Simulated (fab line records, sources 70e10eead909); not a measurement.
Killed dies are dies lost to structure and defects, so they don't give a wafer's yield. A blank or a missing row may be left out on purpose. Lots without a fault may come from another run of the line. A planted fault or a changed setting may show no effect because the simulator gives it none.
Which tool did it? | flow nand_harc | 15 lots, 45 wafers sampled, at 1 step of a route of 1302

WHAT THE GAUGES READ, wafer by wafer
NHARC_P_CONTACT_CD_MEAS_12: target cd 90 nm. Usual: cd_nm 90.0 nm, standard deviation 0.6.
lot  | measured     | on        | cd_nm (nm)     | flag
L870 | day 6 03:38  | cd_sem-01 | 89.1 90.7 90.2 |
L872 | day 6 14:23  | cd_sem-01 | 91.1 90.3 91.1 |
L873 | day 7 07:35  | cd_sem-03 | 89.6 89.6 89.1 |
L875 | day 7 20:44  | cd_sem-02 | 90.1 90.2 89.3 |
L876 | day 8 12:33  | cd_sem-03 | 90.5 90.3 90.8 |
L877 | day 8 13:25  | cd_sem-03 | 90.6 90.6 90.8 |
L879 | day 9 14:01  | cd_sem-02 | 90.2 90.7 91.3 |
L880 | day 10 03:44 | cd_sem-02 | 90.5 89.3 90.7 |
L881 | day 10 06:37 | cd_sem-02 | 89.6 89.0 89.3 |
L882 | day 11 00:38 | cd_sem-01 | 90.0 89.9 89.2 |
L884 | day 11 22:50 | cd_sem-02 | 89.7 90.7 89.7 |
L885 | day 12 00:28 | cd_sem-02 | 90.5 90.1 90.2 |
L889 | day 13 14:48 | cd_sem-01 | 90.5 89.8 90.2 |
L890 | day 14 05:17 | cd_sem-03 | 90.0 89.9 88.8 |
L891 | day 14 15:31 | cd_sem-03 | 89.5 89.9 89.8 |

WHICH TOOL RAN EACH LOT (tool, then ch and the chambers of the sampled wafers, then the start)
The record holds no process step before these readings.

WHAT THE TOOLS THEMSELVES READ (means of the sampled wafers that have a number; where no wafer has one, the mark that the record gives instead)
The record holds no such reading with a usual standard deviation.

THE ANSWER, worked out from the rows above alone
Rule: a lot is off if the mean of its wafers that have a number lies more than 3 standard deviations from the usual mean. A lot without any number at a reading at which 4 lots or more have one is off too. The other lots that the step has rows for count as sound. The gauges are gone through in route order, then the tools' own readings, and for those a lot's mean is taken as printed above. The first step at which some lot is off is used, and at that step the reading that is off furthest; a lot without a number counts as furthest.
No lot is off at any reading shown: from this, nothing can be told.

WHAT THE SIMULATOR HAD PUT IN
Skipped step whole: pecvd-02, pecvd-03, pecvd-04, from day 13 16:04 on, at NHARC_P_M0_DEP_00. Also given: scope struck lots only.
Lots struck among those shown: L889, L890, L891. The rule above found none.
